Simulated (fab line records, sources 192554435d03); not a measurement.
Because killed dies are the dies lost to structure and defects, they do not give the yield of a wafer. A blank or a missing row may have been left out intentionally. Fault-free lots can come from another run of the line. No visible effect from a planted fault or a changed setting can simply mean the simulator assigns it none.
Which of the tools did it? | flow n5 finfet | Sampling: 24 lots, 72 wafers, 6 of 1938 route steps

## WHAT EACH GAUGE READ, for each wafer
N5_BEOL_M13_OVL_MEAS_11.
lot  | measured     | on         | V12_OVL (nm)
L074 | day 11 04:42 | overlay-01 | 11 5 4
L075 | day 11 11:40 | overlay-01 | 4 4 6
L078 | day 11 19:52 | overlay-01 | -3 -5 3
L076 | day 11 20:13 | overlay-02 | -7 -7 -1
L077 | day 11 20:38 | overlay-02 | 10 10 5
L079 | day 12 11:45 | overlay-01 | -4 4 7
L082 | day 12 21:02 | overlay-01 | 2 -2 3
L080 | day 12 23:37 | overlay-01 | -7 -8 -4
L081 | day 13 05:11 | overlay-01 | 4 4 0
L083 | day 13 05:26 | overlay-02 | 6 11 3
L084 | day 13 05:49 | overlay-02 | 3 1 3
L085 | day 14 01:02 | overlay-02 | 3 -3 0
L086 | day 14 10:56 | overlay-02 | -1 1 4
L089 | day 14 14:13 | overlay-02 | -2 4 -5
L088 | day 14 22:51 | overlay-01 | 12 10 6
L087 | day 15 11:25 | overlay-01 | -3 -4 4
L090 | day 15 11:34 | overlay-01 | -7 -9 -1
L092 | day 15 20:14 | overlay-02 | -1 0 -6
L093 | day 16 02:28 | overlay-01 | 7 1 9
L094 | day 16 10:00 | overlay-02 | 10 11 14
L091 | day 16 10:41 | overlay-02 | 12 14 7
L095 | day 16 12:32 | overlay-02 | 9 1 4
L096 | day 16 19:26 | overlay-02 | -8 -4 0
L097 | day 17 00:20 | overlay-01 | 11 3 8

N5_BEOL_M14_THK_MEAS_01.
lot  | measured     | on            | M14_ILD_THK (nm)
L074 | day 11 08:12 | film metro-02 | 1106 1110 1131
L075 | day 11 16:56 | film metro-01 | 1097 1129 1111
L078 | day 12 01:07 | film metro-02 | 1113 1090 1123
L076 | day 12 01:16 | film metro-02 | 1106 1114 1110
L077 | day 12 04:04 | film metro-02 | 1126 1137 1121
L079 | day 12 16:26 | film metro-01 | 1108 1144 1122
L082 | day 13 00:41 | film metro-02 | 1082 1099 1110
L080 | day 13 04:45 | film metro-01 | 1094 1153 1133
L081 | day 13 10:09 | film metro-01 | 1112 1121 1128
L083 | day 13 10:28 | film metro-02 | 1108 1139 1125
L084 | day 13 11:52 | film metro-02 | 1108 1096 1108
L085 | day 14 05:01 | film metro-02 | 1123 1133 1124
L086 | day 14 17:26 | film metro-01 | 1116 1126 1140
L089 | day 14 17:49 | film metro-01 | 1094 1144 1123
L088 | day 15 04:40 | film metro-02 | 1110 1112 1106
L087 | day 15 15:38 | film metro-01 | 1128 1128 1125
L090 | day 15 16:02 | film metro-02 | 1111 1118 1151
L092 | day 16 01:25 | film metro-02 | 1135 1098 1141
L093 | day 16 09:08 | film metro-01 | 1098 1127 1131
L094 | day 16 14:25 | film metro-02 | 1102 1092 1128
L091 | day 16 15:13 | film metro-01 | 1092 1102 1118
L095 | day 16 16:13 | film metro-02 | 1116 1143 1133
L096 | day 17 00:27 | film metro-02 | 1126 1148 1128
L097 | day 17 06:38 | film metro-01 | 1095 1118 1112

## WHAT TOOL EACH LOT RAN ON (gives the tool, then ch and the chambers of the sampled wafers, and finally the start)
lot  | N5_BEOL_M13_STRIP_64                 | N5_BEOL_M13_ETCH_67                | N5_BEOL_M13_ETCH_68                | N5_BEOL_M13_PRE_CLEAN_42
L074 | plasma asher-01 ch 0,1, day 11 05:08 | rie diel-01 ch 0,1, day 11 05:46   | rie diel-01 ch 0,1, day 11 05:55   | pvd sputter-01, day 11 06:45
L075 | plasma asher-01 ch 0,1, day 11 12:12 | rie diel-06 ch 0,2,3, day 11 12:55 | rie diel-06 ch 0,2,3, day 11 13:04 | pvd sputter-02, day 11 15:29
L078 | plasma asher-01 ch 0,1, day 11 20:18 | rie diel-05 ch 1,2, day 11 20:54   | rie diel-05 ch 1,2, day 11 21:03   | pvd sputter-02, day 11 23:30
L076 | plasma asher-02 ch 0,1, day 11 20:39 | rie diel-06 ch 0,2,3, day 11 21:15 | rie diel-06 ch 0,2,3, day 11 21:23 | pvd sputter-01, day 11 23:32
L077 | plasma asher-02 ch 0,1, day 11 21:05 | rie diel-05 ch 0,1,2, day 11 21:53 | rie diel-05 ch 0,1,2, day 11 22:02 | pvd sputter-01, day 12 02:37
L079 | plasma asher-01 ch 1, day 12 12:12   | rie diel-06 ch 1,2, day 12 12:49   | rie diel-06 ch 1,2, day 12 12:57   | pvd sputter-01, day 12 14:08
L082 | plasma asher-02 ch 0,1, day 12 21:28 | rie diel-01 ch 0,2,3, day 12 22:11 | rie diel-01 ch 0,2,3, day 12 22:20 | pvd sputter-02, day 12 23:13
L080 | plasma asher-02 ch 0,1, day 13 00:04 | rie diel-05 ch 0,3, day 13 00:41   | rie diel-05 ch 0,3, day 13 00:49   | pvd sputter-02, day 13 03:18
L081 | plasma asher-02 ch 0, day 13 05:37   | rie diel-01 ch 1,3, day 13 06:16   | rie diel-01 ch 1,3, day 13 06:24   | pvd sputter-02, day 13 07:53
L083 | plasma asher-01 ch 0,1, day 13 05:53 | rie diel-01 ch 0,2,3, day 13 06:48 | rie diel-01 ch 0,2,3, day 13 06:57 | pvd sputter-02, day 13 08:17
L084 | plasma asher-02 ch 0, day 13 06:30   | rie diel-06 ch 0,1, day 13 07:12   | rie diel-06 ch 0,1, day 13 07:21   | pvd sputter-02, day 13 08:47
L085 | plasma asher-01 ch 0,1, day 14 01:31 | rie diel-05 ch 1,3, day 14 02:05   | rie diel-05 ch 1,3, day 14 02:14   | pvd sputter-02, day 14 03:32
L086 | plasma asher-02 ch 0,1, day 14 11:23 | rie diel-06 ch 0,2,3, day 14 11:58 | rie diel-06 ch 0,2,3, day 14 12:07 | pvd sputter-02, day 14 15:49
L089 | plasma asher-01 ch 0,1, day 14 14:40 | rie diel-05 ch 1,2,3, day 14 15:16 | rie diel-05 ch 1,2,3, day 14 15:24 | pvd sputter-01, day 14 16:13
L088 | plasma asher-01 ch 0,1, day 14 23:53 | rie diel-05 ch 0,2,3, day 15 00:49 | rie diel-05 ch 0,2,3, day 15 00:58 | pvd sputter-02, day 15 02:46
L087 | plasma asher-02 ch 0,1, day 15 11:55 | rie diel-01 ch 1,2, day 15 12:31   | rie diel-01 ch 1,2, day 15 12:40   | pvd sputter-02, day 15 14:11
L090 | plasma asher-02 ch 0,1, day 15 12:31 | rie diel-06 ch 0,2,3, day 15 13:25 | rie diel-06 ch 0,2,3, day 15 13:34 | pvd sputter-02, day 15 14:35
L092 | plasma asher-01 ch 0,1, day 15 20:41 | rie diel-06 ch 0,2, day 15 21:18   | rie diel-06 ch 0,2, day 15 21:27   | pvd sputter-03, day 15 23:55
L093 | plasma asher-01 ch 0,1, day 16 03:00 | rie diel-05 ch 1,2,3, day 16 03:36 | rie diel-05 ch 1,2,3, day 16 03:44 | pvd sputter-03, day 16 07:38
L094 | plasma asher-01 ch 0,1, day 16 10:26 | rie diel-06 ch 0,1,2, day 16 11:35 | rie diel-06 ch 0,1,2, day 16 11:44 | pvd sputter-03, day 16 12:57
L091 | plasma asher-02 ch 0,1, day 16 11:41 | rie diel-06 ch 0,2, day 16 12:24   | rie diel-06 ch 0,2, day 16 12:33   | pvd sputter-03, day 16 13:46
L095 | plasma asher-01 ch 0,1, day 16 13:07 | rie diel-01 ch 0,2, day 16 13:49   | rie diel-01 ch 0,2, day 16 13:58   | pvd sputter-01, day 16 14:46
L096 | plasma asher-01 ch 0,1, day 16 19:52 | rie diel-06 ch 1,2,3, day 16 20:35 | rie diel-06 ch 1,2,3, day 16 20:44 | pvd sputter-03, day 16 22:55
L097 | plasma asher-02 ch 0,1, day 17 00:47 | rie diel-05 ch 0,1, day 17 01:36   | rie diel-05 ch 0,1, day 17 01:44   | pvd sputter-01, day 17 05:09
- N5_BEOL_M13_STRIP_64: strips in N2/H2.
- N5_BEOL_M13_ETCH_67: etches SiARC in CF4, target depth 143 nm, time 238.3 s.
- N5_BEOL_M13_ETCH_68: etches SOC in N2/H2, time 355 s.
- N5_BEOL_M13_PRE_CLEAN_42: time 30 s.

## AS READ BY THE TOOLS THEMSELVES (means over the sampled wafers that have a number; for cases with no such wafer, the mark the record gives instead)
N5_BEOL_M13_STRIP_64.
lot  | tool            | drypump motor current A (A) | heater power w (W) | oes product au (a.u.) | strip time to endpoint s (s)
L074 | plasma asher-01 | 6.1                         | 329                | 0.715                 | 31.36
L075 | plasma asher-01 | 6.1                         | 331                | 0.717                 | 31.41
L078 | plasma asher-01 | 5.7                         | 341                | 0.720                 | 31.31
L076 | plasma asher-02 | 5.2                         | 311                | 0.712                 | 31.29
L077 | plasma asher-02 | 5.2                         | 315                | 0.715                 | 31.37
L079 | plasma asher-01 | 6.4                         | 312                | 0.713                 | 31.21
L082 | plasma asher-02 | 5.0                         | 306                | 0.714                 | 31.39
L080 | plasma asher-02 | 5.0                         | 308                | 0.711                 | 31.38
L081 | plasma asher-02 | 4.9                         | 306                | 0.718                 | 31.25
L083 | plasma asher-01 | 6.1                         | 330                | 0.716                 | 31.42
L084 | plasma asher-02 | 4.9                         | 304                | 0.713                 | 31.34
L085 | plasma asher-01 | 5.7                         | 340                | 0.712                 | 31.38
L086 | plasma asher-02 | 5.0                         | 306                | 0.718                 | 31.31
L089 | plasma asher-01 | 5.7                         | 343                | 0.709                 | 31.36
L088 | plasma asher-01 | 6.1                         | 326                | 0.712                 | 31.31
L087 | plasma asher-02 | 5.2                         | 305                | 0.717                 | 31.42
L090 | plasma asher-02 | 5.0                         | 307                | 0.714                 | 31.35
L092 | plasma asher-01 | 5.7                         | 344                | 0.711                 | 31.33
L093 | plasma asher-01 | 6.1                         | 325                | 0.716                 | 31.30
L094 | plasma asher-01 | 5.7                         | 338                | 0.713                 | 31.33
L091 | plasma asher-02 | 5.0                         | 308                | 0.714                 | 31.37
L095 | plasma asher-01 | 6.0                         | 334                | 0.714                 | 31.46
L096 | plasma asher-01 | 5.7                         | 342                | 0.713                 | 31.35
L097 | plasma asher-02 | 5.2                         | 308                | 0.712                 | 31.44

N5_BEOL_M13_ETCH_67.
lot  | tool        | drypump motor current A (A) | etch rf on time s (s) | oes product au (a.u.) | rf vpp V (V) | showerhead plenum p Torr (Torr) | throttle valve pct (%)
L074 | rie diel-01 | 5.7                         | 241                   | 0.66                  | 183.4        | 2.12                            | 15.69
L075 | rie diel-06 | 6.0                         | 241                   | 0.62                  | 184.7        | 2.16                            | 15.73
L078 | rie diel-05 | 6.0                         | 241                   | 0.61                  | 184.7        | 2.14                            | 16.04
L076 | rie diel-06 | 6.0                         | 239                   | 0.62                  | 184.1        | 2.16                            | 15.74
L077 | rie diel-05 | 5.8                         | 238                   | 0.63                  | 184.1        | 2.11                            | 15.90
L079 | rie diel-06 | 6.0                         | 244                   | 0.59                  | 184.3        | 2.18                            | 16.01
L082 | rie diel-01 | 5.7                         | 240                   | 0.66                  | 184.5        | 2.12                            | 15.70
L080 | rie diel-05 | 5.4                         | 234                   | 0.64                  | 183.4        | 2.08                            | 15.63
L081 | rie diel-01 | 6.2                         | 245                   | 0.59                  | 183.1        | 2.06                            | 15.87
L083 | rie diel-01 | 5.6                         | 242                   | 0.65                  | 184.2        | 2.12                            | 15.69
L084 | rie diel-06 | 5.9                         | 240                   | 0.63                  | 184.3        | 2.19                            | 15.60
L085 | rie diel-05 | 5.0                         | 242                   | 0.58                  | 184.3        | 2.12                            | 16.01
L086 | rie diel-06 | 6.0                         | 241                   | 0.68                  | 184.9        | 2.15                            | 15.59
L089 | rie diel-05 | 5.4                         | 241                   | 0.59                  | 183.5        | 2.13                            | 15.98
L088 | rie diel-05 | 5.6                         | 238                   | 0.62                  | 183.8        | 2.10                            | 15.80
L087 | rie diel-01 | 6.2                         | 237                   | 0.79                  | 185.3        | 2.21                            | 15.48
L090 | rie diel-06 | 6.0                         | 244                   | 0.67                  | 184.5        | 2.15                            | 15.61
L092 | rie diel-06 | 6.1                         | 243                   | 0.68                  | 184.9        | 2.21                            | 15.46
L093 | rie diel-05 | 5.4                         | 247                   | 0.58                  | 183.4        | 2.12                            | 16.00
L094 | rie diel-06 | 5.9                         | 244                   | 0.66                  | 185.0        | 2.18                            | 15.69
L091 | rie diel-06 | 6.2                         | 246                   | 0.72                  | 185.3        | 2.20                            | 15.51
L095 | rie diel-01 | 5.7                         | 240                   | 0.66                  | 183.7        | 2.09                            | 15.66
L096 | rie diel-06 | 5.8                         | 240                   | 0.74                  | 184.4        | 2.20                            | 15.68
L097 | rie diel-05 | 5.6                         | 235                   | 0.61                  | 183.5        | 2.07                            | 15.85

N5_BEOL_M13_ETCH_68.
lot  | tool        | drypump motor current A (A) | oes product au (a.u.) | rf vpp V (V) | showerhead plenum p Torr (Torr) | throttle valve pct (%)
L074 | rie diel-01 | 5.7                         | 0.77                  | 523.1        | 2.51                            | 17.89
L075 | rie diel-06 | 6.0                         | 0.73                  | 524.6        | 2.56                            | 17.84
L078 | rie diel-05 | 5.9                         | 0.72                  | 522.8        | 2.54                            | 18.17
L076 | rie diel-06 | 6.0                         | 0.72                  | 523.2        | 2.56                            | 17.85
L077 | rie diel-05 | 5.8                         | 0.73                  | 522.8        | 2.50                            | 18.09
L079 | rie diel-06 | 6.0                         | 0.69                  | 524.9        | 2.58                            | 18.19
L082 | rie diel-01 | 5.6                         | 0.77                  | 523.3        | 2.50                            | 17.84
L080 | rie diel-05 | 5.5                         | 0.74                  | 521.9        | 2.46                            | 17.86
L081 | rie diel-01 | 6.2                         | 0.70                  | 521.2        | 2.43                            | 18.02
L083 | rie diel-01 | 5.7                         | 0.77                  | 524.0        | 2.50                            | 17.85
L084 | rie diel-06 | 5.9                         | 0.74                  | 526.4        | 2.61                            | 17.75
L085 | rie diel-05 | 5.0                         | 0.69                  | 523.6        | 2.52                            | 18.14
L086 | rie diel-06 | 6.0                         | 0.80                  | 523.9        | 2.55                            | 17.72
L089 | rie diel-05 | 5.4                         | 0.71                  | 523.0        | 2.52                            | 18.10
L088 | rie diel-05 | 5.6                         | 0.73                  | 522.8        | 2.49                            | 17.97
L087 | rie diel-01 | 6.2                         | 0.92                  | 526.5        | 2.63                            | 17.74
L090 | rie diel-06 | 6.1                         | 0.78                  | 524.3        | 2.54                            | 17.75
L092 | rie diel-06 | 6.2                         | 0.81                  | 526.5        | 2.63                            | 17.62
L093 | rie diel-05 | 5.4                         | 0.69                  | 523.8        | 2.51                            | 18.12
L094 | rie diel-06 | 5.9                         | 0.77                  | 524.7        | 2.59                            | 17.87
L091 | rie diel-06 | 6.2                         | 0.85                  | 526.4        | 2.61                            | 17.70
L095 | rie diel-01 | 5.7                         | 0.78                  | 521.7        | 2.48                            | 17.90
L096 | rie diel-06 | 5.8                         | 0.86                  | 526.8        | 2.61                            | 17.84
L097 | rie diel-05 | 5.6                         | 0.71                  | 520.6        | 2.46                            | 18.05

N5_BEOL_M13_PRE_CLEAN_42.
lot  | tool           | heater power w (W)
L074 | pvd sputter-01 | 326
L075 | pvd sputter-02 | 390
L078 | pvd sputter-02 | 291
L076 | pvd sputter-01 | 339
L077 | pvd sputter-01 | 326
L079 | pvd sputter-01 | 358
L082 | pvd sputter-02 | 362
L080 | pvd sputter-02 | 348
L081 | pvd sputter-02 | 290
L083 | pvd sputter-02 | 373
L084 | pvd sputter-02 | 341
L085 | pvd sputter-02 | 380
L086 | pvd sputter-02 | 347
L089 | pvd sputter-01 | 327
L088 | pvd sputter-02 | 371
L087 | pvd sputter-02 | 341
L090 | pvd sputter-02 | 314
L092 | pvd sputter-03 | 333
L093 | pvd sputter-03 | 332
L094 | pvd sputter-03 | 335
L091 | pvd sputter-03 | 327
L095 | pvd sputter-01 | 315
L096 | pvd sputter-03 | 321
L097 | pvd sputter-01 | 324

## THE ANSWER, worked out from the rows above alone
Rule: what is usual is taken from the lots themselves. Put in order of their means at a reading, lots are off if they are a third of the lots or fewer, leave a main group of 4 or more, and stand apart from it by a gap of 3 or more times the standard deviation of the main group's means; of several such gaps the widest counts. A main group whose means are all the same, to the digits that the tables above print for the reading, isn't used. Also off: a lot with no number at a reading for which 4 or more lots have one. All remaining lots with rows at the step are treated as sound. First the gauges in route order, then the tools' own readings, where a lot's mean is used as printed above. The first step at which some lot is off is used, and at that step the reading that is off furthest; a lot without a number counts as furthest.
None of the lots is off at any reading shown; this tells nothing.

## WHAT WAS PUT IN BY THE SIMULATOR
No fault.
